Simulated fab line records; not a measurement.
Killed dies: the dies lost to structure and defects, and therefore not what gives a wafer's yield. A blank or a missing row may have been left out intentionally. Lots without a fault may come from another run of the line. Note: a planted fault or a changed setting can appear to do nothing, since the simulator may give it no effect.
Which tool did it? + flow nandHarc + Sampling: 12 lots, 36 wafers, 5 of 1302 route steps

## WHAT THE GAUGES READ, wafer by wafer
NHARC_END_SORT_01.
| lot  | measured     | on        | killedAtArray | killedAtOther | killedAtPeriphery | killedDies | killedOpen | killedShort |
|------|--------------|-----------|---------------|---------------|-------------------|------------|------------|-------------|
| L116 | day 30 20:38 | prober-01 | 51 59 62      | 1 2 0         | 3 3 4             | 55 64 66   | 3 2 3      | 1 1 5       |
| L117 | day 32 23:04 | prober-02 | 41 29 40      | 0 0 2         | 6 4 7             | 47 33 49   | 4 3 1      | 1 0 4       |
| L119 | day 33 03:26 | prober-01 | 35 29 31      | 1 1 5         | 6 7 10            | 42 37 46   | 2 4 4      | 5 1 2       |

## WHICH TOOL RAN EACH LOT (tool, then ch and the chambers of the sampled wafers, then the start)
| lot  | NHARC_A_SLIT_DEP_23             | NHARC_A_WL_FILL_RTA_01          | NHARC_A_WL_FILL_STRIP_27            | NHARC_A_WL_FILL_ALD_10          |
|------|---------------------------------|---------------------------------|-------------------------------------|---------------------------------|
| L101 | pecvd-01 ch 0,1,2, day 20 05:07 | rtpAnneal-02 ch 0, day 20 19:43 | plasmaAsher-02 ch 0,1, day 20 21:06 | aldHk-02 ch 0,1,3, day 21 08:20 |
| L102 | pecvd-01 ch 0,1,2, day 20 12:26 | rtpAnneal-01 ch 0, day 21 02:43 | plasmaAsher-02 ch 0,1, day 21 04:08 | aldHk-02 ch 0,3, day 21 10:37   |
| L105 | pecvd-01 ch 0,1,2, day 22 10:41 | rtpAnneal-01 ch 0, day 23 00:47 | plasmaAsher-01 ch 0,1, day 23 02:13 | aldHk-01 ch 0,3, day 23 04:55   |
| L107 | pecvd-04 ch 0,1,2, day 22 16:57 | rtpAnneal-01 ch 0, day 23 08:15 | plasmaAsher-01 ch 0,1, day 23 09:40 | aldHk-01 ch 0,1,2, day 23 16:01 |
| L108 | pecvd-01 ch 0,1,2, day 22 19:13 | rtpAnneal-02 ch 0, day 23 12:48 | plasmaAsher-01 ch 0,1, day 23 14:46 | aldHk-01 ch 0,2,3, day 23 20:32 |
| L106 | pecvd-03 ch 0,1, day 22 20:38   | rtpAnneal-02 ch 0, day 23 13:35 | plasmaAsher-01 ch 0,1, day 23 14:58 | aldHk-04 ch 1,2,3, day 23 20:51 |
| L116 | pecvd-01 ch 0,1, day 26 02:36   | rtpAnneal-02 ch 0, day 26 16:37 | plasmaAsher-02 ch 0,1, day 26 18:12 | aldHk-04 ch 1,3, day 27 01:16   |
| L115 | pecvd-01 ch 0,1,2, day 26 03:04 | rtpAnneal-02 ch 0, day 26 20:39 | plasmaAsher-02 ch 0,1, day 26 22:20 | aldHk-02 ch 1,2,3, day 27 01:15 |
| L117 | pecvd-01 ch 0,1,2, day 27 15:20 | rtpAnneal-01 ch 0, day 28 08:58 | plasmaAsher-01 ch 0,1, day 28 10:37 | aldHk-04 ch 1,2,3, day 28 17:08 |
| L119 | pecvd-03 ch 1,2, day 28 01:05   | rtpAnneal-02 ch 0, day 28 19:59 | plasmaAsher-01 ch 0,1, day 28 21:24 | aldHk-04 ch 1,2,3, day 29 03:34 |
| L123 | pecvd-01 ch 0,2, day 28 23:49   | rtpAnneal-02 ch 0, day 29 13:57 | plasmaAsher-02 ch 0, day 29 15:23   | aldHk-01 ch 1,2,3, day 29 21:56 |
| L122 | pecvd-04 ch 1,2, day 29 06:08   | rtpAnneal-01 ch 0, day 29 20:15 | plasmaAsher-02 ch 0,1, day 29 21:40 | aldHk-02 ch 0,1, day 30 04:34   |
- NHARC_A_SLIT_DEP_23: deposits SiON, target thk 100 nm.
- NHARC_A_WL_FILL_RTA_01: time 5 s.
- NHARC_A_WL_FILL_STRIP_27: strips in N2/H2, time 20 s.
- NHARC_A_WL_FILL_ALD_10: deposits SiO2, target thk 50 nm, pulse time 10 s, ald cycles 500.

## WHAT THE TOOLS THEMSELVES READ (means of the sampled wafers that have a number; where no wafer has one, the mark that the record gives instead)
NHARC_A_SLIT_DEP_23.
| lot  | tool     | heaterPowerW (W) | susceptorTempC (C) |
|------|----------|------------------|--------------------|
| L101 | pecvd-01 | 747              | 400.06             |
| L102 | pecvd-01 | 745              | 400.00             |
| L105 | pecvd-01 | 799              | 400.16             |
| L107 | pecvd-04 | 824              | 399.81             |
| L108 | pecvd-01 | 717              | 399.94             |
| L106 | pecvd-03 | 762              | 400.05             |
| L116 | pecvd-01 | 699              | 399.98             |
| L115 | pecvd-01 | 723              | 400.14             |
| L117 | pecvd-01 | 762              | 400.09             |
| L119 | pecvd-03 | 712              | 400.07             |
| L123 | pecvd-01 | 786              | 400.23             |
| L122 | pecvd-04 | 787              | 399.78             |

NHARC_A_WL_FILL_RTA_01.
| lot  | tool         | lampPowerPct (%) | lamp_zone_1_pct (%) | lamp_zone_2_pct (%) | lamp_zone_3_pct (%) | lamp_zone_4_pct (%) | lamp_zone_5_pct (%) | lamp_zone_6_pct (%) | lamp_zone_7_pct (%) | wafer_temp_C_max |
|------|--------------|------------------|---------------------|---------------------|---------------------|---------------------|---------------------|---------------------|---------------------|------------------|
| L101 | rtpAnneal-02 | 27.1             | 27.1                | 27.1                | 27.1                | 27.1                | 27.1                | 27.0                | 27.5                | 1008.8           |
| L102 | rtpAnneal-01 | 27.7             | 27.6                | 27.7                | 27.7                | 27.7                | 27.7                | 27.6                | 28.1                | 1007.7           |
| L105 | rtpAnneal-01 | 27.7             | 27.7                | 27.7                | 27.7                | 27.7                | 27.7                | 27.7                | 28.2                | 1008.0           |
| L107 | rtpAnneal-01 | 27.7             | 27.7                | 27.7                | 27.8                | 27.7                | 27.7                | 27.6                | 28.2                | 1008.0           |
| L108 | rtpAnneal-02 | 24.4             | 24.4                | 24.4                | 24.4                | 24.4                | 24.4                | 24.3                | 24.8                | 969.2            |
| L106 | rtpAnneal-02 | 24.4             | 24.4                | 24.4                | 24.4                | 24.4                | 24.4                | 24.3                | 24.8                | 971.4            |
| L116 | rtpAnneal-02 | 27.1             | 27.2                | 27.1                | 27.1                | 27.1                | 27.1                | 27.1                | 27.6                | 1006.9           |
| L115 | rtpAnneal-02 | 27.1             | 27.1                | 27.1                | 27.1                | 27.1                | 27.1                | 27.1                | 27.6                | 1008.3           |
| L117 | rtpAnneal-01 | 27.7             | 27.7                | 27.7                | 27.7                | 27.7                | 27.7                | 27.7                | 28.2                | 1009.0           |
| L119 | rtpAnneal-02 | 27.1             | 27.1                | 27.1                | 27.1                | 27.1                | 27.1                | 27.1                | 27.5                | 1007.0           |
| L123 | rtpAnneal-02 | 27.1             | 27.1                | 27.1                | 27.1                | 27.1                | 27.1                | 27.0                | 27.6                | 1007.2           |
| L122 | rtpAnneal-01 | 27.7             | 27.7                | 27.7                | 27.7                | 27.7                | 27.8                | 27.7                | 28.2                | 1006.1           |

NHARC_A_WL_FILL_STRIP_27.
| lot  | tool           | drypumpMotorCurrentA (A) | heaterPowerW (W) |
|------|----------------|--------------------------|------------------|
| L101 | plasmaAsher-02 | 5.8                      | 340              |
| L102 | plasmaAsher-02 | 5.8                      | 331              |
| L105 | plasmaAsher-01 | 6.5                      | 302              |
| L107 | plasmaAsher-01 | 6.5                      | 308              |
| L108 | plasmaAsher-01 | 6.4                      | 335              |
| L106 | plasmaAsher-01 | 6.4                      | 330              |
| L116 | plasmaAsher-02 | 5.8                      | 326              |
| L115 | plasmaAsher-02 | 5.2                      | 351              |
| L117 | plasmaAsher-01 | 6.3                      | 338              |
| L119 | plasmaAsher-01 | 6.4                      | 308              |
| L123 | plasmaAsher-02 | 6.3                      | 305              |
| L122 | plasmaAsher-02 | 5.8                      | 331              |

NHARC_A_WL_FILL_ALD_10.
| lot  | tool     | heaterPowerW (W) | precursorPulseHeightRel | susceptorTempC (C) |
|------|----------|------------------|-------------------------|--------------------|
| L101 | aldHk-02 | 452              | 0.996                   | 300.00             |
| L102 | aldHk-02 | 479              | 1.004                   | 300.07             |
| L105 | aldHk-01 | 494              | 1.014                   | 299.95             |
| L107 | aldHk-01 | 474              | 1.024                   | 300.05             |
| L108 | aldHk-01 | 489              | 0.989                   | 300.07             |
| L106 | aldHk-04 | 539              | 0.997                   | 299.99             |
| L116 | aldHk-04 | 455              | 1.013                   | 300.03             |
| L115 | aldHk-02 | 442              | 0.988                   | 300.05             |
| L117 | aldHk-04 | 509              | 1.019                   | 299.94             |
| L119 | aldHk-04 | 512              | 1.016                   | 299.90             |
| L123 | aldHk-01 | 461              | 0.991                   | 300.09             |
| L122 | aldHk-02 | 417              | 0.997                   | 299.87             |

## THE ANSWER, worked out from the rows above alone
Rule: the lots themselves supply what counts as usual. The widest of any qualifying gaps counts: lots, ordered by their means at a reading, are off when they make up no more than a third of the lots, leave a main group of 4 or more, and stand apart from it by 3 or more times the standard deviation of that group's means. Not used: any main group whose means are identical at the precision the tables above print for the reading. Also off: a lot with no number at a reading for which 4 or more lots have one. Any other lot the step has rows for is counted as sound. Order of review: gauges by route order, followed by the tools' own readings, for which a lot's mean as printed above is used. The first step at which some lot is off is used, and at that step the reading that is off furthest; a lot without a number counts as furthest.
Off: L108, L106, at NHARC_A_WL_FILL_RTA_01 (wafer_temp_C_max). The main group: mean 1007.7, standard deviation 0.86.
A tool fits if, at that step or a process step before it, it ran every lot that is off, and no sound lot after the first of them. None of those tried fits.

## WHAT THE SIMULATOR PUT IN
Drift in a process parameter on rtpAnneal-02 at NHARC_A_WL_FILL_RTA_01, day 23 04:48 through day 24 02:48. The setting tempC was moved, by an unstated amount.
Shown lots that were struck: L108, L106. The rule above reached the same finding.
